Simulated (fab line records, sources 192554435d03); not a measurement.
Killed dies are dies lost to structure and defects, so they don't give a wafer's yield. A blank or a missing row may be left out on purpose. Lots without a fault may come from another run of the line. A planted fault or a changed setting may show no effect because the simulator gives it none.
Chamber matching | flow n5_finfet | N5_BEOL_M14_DESCUM_33 on rie_diel-04: 4 sister chambers
The step chemistry O2, time 7.9 s. 4 wafers are shown with their chamber, then 7 later ones without.

WAFERS WITH THEIR CHAMBER
wafer  | chamber | drypump_motor_current_A (A)
L075.3 | 3       | 6.5
L093.2 | 1       | 5.4
L093.4 | 0       | 5.2
L093.5 | 2       | 5.8

WAFERS WITHOUT THEIR CHAMBER
wafer  | drypump_motor_current_A (A)
L093.6 | 5.3
L095.1 | 6.5
L095.3 | 5.2
L095.6 | 5.8
L094.3 | 6.5
L094.5 | 5.8
L094.6 | 6.5

WHICH CHAMBER EACH WENT THROUGH
wafer  | from the rows above     | in truth
L093.6 | can't be placed: 0 or 1 | 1
L095.1 | 3                       | 3
L095.3 | 0                       | 0
L095.6 | 2                       | 2
L094.3 | 3                       | 3
L094.5 | 2                       | 2
L094.6 | 3                       | 3
Placed correctly: 6 of 7. Can't be placed from these rows: 1 (the true chamber is among the candidates in 1). Placed wrongly: 0.
How it was worked out, from the rows above alone: a wafer's distance from a chamber is the root of the sum, over the readings, of the square of ((its reading less the chamber's mean) divided by the reading's scatter). The wafer belongs to the nearest chamber; if the next one is less than 2 further off, it can't be placed. A chamber's mean is the mean of its shown wafers. The scatter: with one shown wafer a chamber, the root of the mean of the squares of how far each hidden wafer lies from its nearest shown one.
